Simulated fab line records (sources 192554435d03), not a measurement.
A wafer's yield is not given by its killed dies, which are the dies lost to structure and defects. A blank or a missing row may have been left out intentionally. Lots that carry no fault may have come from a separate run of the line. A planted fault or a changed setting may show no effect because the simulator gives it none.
Split-lot trial -- flow n5Finfet -- 39 wafers read across 7 lots, on a route 1938 steps long

THE SPLIT
At N5_MOL_CONTACT_COAG_ALD_131 (deposits SiO2, target thk 5 nm, pulse time 1 s, co reactant pulse time 1 s), the setting aldCycles was moved away from the recipe's 35 on 18 of the 39 wafers read, by -8.6% to +8.6%. The other wafers ran this setting at the recipe's value.

The reading is taken at the split's own step.

THE READING
SiO2_of_MOL_CONTACT_COAG_ALD_131.thkNm (the simulator's own value, which no gauge read), in nm, at N5_MOL_CONTACT_COAG_ALD_131 (deposits SiO2, target thk 5 nm, pulse time 1 s, co reactant pulse time 1 s). There is no usual value for it anywhere in the file.

wafer,"tool, chamber at the split",aldCycles as run,against the recipe,"SiO2_of_MOL_CONTACT_COAG_ALD_131.thkNm, nm",against lot-mates on the recipe
L078.1,"aldSin-01, 0,1,2",38,+8.6%,5.4,+0.4
L078.3,"aldSin-01, 0,1,2",38,+8.6%,5.4,+0.4
L078.4,"aldSin-01, 0,1,2",38,+8.6%,5.4,+0.4
L078.2,"aldSin-01, 3,2,1",35,recipe,5,-
L078.5,"aldSin-01, 3,2,1",35,recipe,5,-
L078.6,"aldSin-01, 3,2,1",35,recipe,5,-
L080.1,"aldSin-02, 2,3,2",35,recipe,5,-
L080.4,"aldSin-02, 2,3,2",35,recipe,5,-
L080.5,"aldSin-02, 2,3,2",35,recipe,5,-
L080.2,"aldSin-02, 1,0,1",32,-8.6%,4.6,-0.4
L080.3,"aldSin-02, 1,0,1",32,-8.6%,4.6,-0.4
L080.6,"aldSin-02, 1,0,1",32,-8.6%,4.6,-0.4
L081.1,"aldSin-04, 1,0,3",35,recipe,5,-
L081.3,"aldSin-04, 1,0,3",35,recipe,5,-
L081.4,"aldSin-04, 1,0,3",35,recipe,5,-
L081.2,"aldSin-04, 2,3,2",33,-5.7%,4.8,-0.2
L081.5,"aldSin-04, 2,3,2",33,-5.7%,4.8,-0.2
L081.6,"aldSin-04, 2,3,2",33,-5.7%,4.8,-0.2
L083.1,"aldSin-02, 2",33,-5.7%,4.6,-0.4
L083.2,"aldSin-02, 3,1",33,-5.7%,4.8,-0.2
L083.3,"aldSin-02, 3,1",33,-5.7%,4.8,-0.2
L083.4,"aldSin-02, 0,1,0",35,recipe,5,-
L083.5,"aldSin-02, 0,1,0",35,recipe,5,-
L083.6,"aldSin-02, 0,1,0",35,recipe,5,-
L088.1,"aldSin-02, 3,1,1",35,recipe,5,-
L088.3,"aldSin-02, 3,1,1",35,recipe,5,-
L088.4,"aldSin-02, 3,1,1",35,recipe,5,-
L089.1,"aldSin-02, 1,3,3",32,-8.6%,4.6,-0.4
L089.2,"aldSin-02, 1,3,3",32,-8.6%,4.6,-0.4
L089.5,"aldSin-02, 1,3,3",32,-8.6%,4.6,-0.4
L089.3,"aldSin-02, 2,0,2",35,recipe,5,-
L089.4,"aldSin-02, 2,0,2",35,recipe,5,-
L089.6,"aldSin-02, 2,0,2",35,recipe,5,-
L092.1,"aldSin-04, 3,0,0",38,+8.6%,5.4,+0.4
L092.4,"aldSin-04, 3,0,0",38,+8.6%,5.4,+0.4
L092.5,"aldSin-04, 3,0,0",38,+8.6%,5.4,+0.4
L092.2,"aldSin-04, 1,2,3",35,recipe,5,-
L092.3,"aldSin-04, 1,2,3",35,recipe,5,-
L092.6,"aldSin-04, 1,2,3",35,recipe,5,-
Where a row lists several chambers, the file gives one row for several wafers and doesn't say which wafer went through which chamber.

FIT RESULTS
A straight line over all 39 wafers: SiO2_of_MOL_CONTACT_COAG_ALD_131.thkNm changes by +0.0457 nm for each +1% of aldCycles; r = +0.99; the points scatter about the line by 0.032 nm.
The same after taking each lot's own level away (the mean of its wafers on the recipe; 39 wafers): +0.0457 nm for each +1%; r = +0.99; scatter 0.032 nm.
That fit puts the effect of the largest move of aldCycles on the reading at 0.39 nm.
The lots' own levels span 5.00 to 5.00 nm.
The two slopes are in agreement: the lot-to-lot level therefore moves the slope only a little.
Check: -0.387 nm against its lot-mates is what the line predicts for one of the wafers moved furthest among these (-8.6%) when that wafer is left out of the fit. Against them it came out at -0.4 nm.

FURTHER SPLITS ON THESE WAFERS
Note: prior to the reading, these wafers also went through further splits. Each is held against what the fit with the lots' levels taken away leaves over:
other split on the same wafers,wafers away from the commonest value,r with SiO2_of_MOL_CONTACT_COAG_ALD_131.thkNm (lot level and that fit taken away)
N5_DUMMY_GATE_HM_DEP_06 timeS,30,-0.14
N5_DUMMY_GATE_ETCH_31 targetDepthA,15,+0.09
N5_HKMG_FIN_EXPOSE_46 doseMj,9,+0.38
N5_GATE_CUT_ETCH_58 biasW,12,-0.13
N5_GATE_CUT_EXPOSE_10 doseMj,12,-0.12

THE FILE'S OWN FIT
SiO2_of_MOL_CONTACT_COAG_ALD_131.thkNm changes by +0.0456 nm for each +1% of aldCycles, r = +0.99.
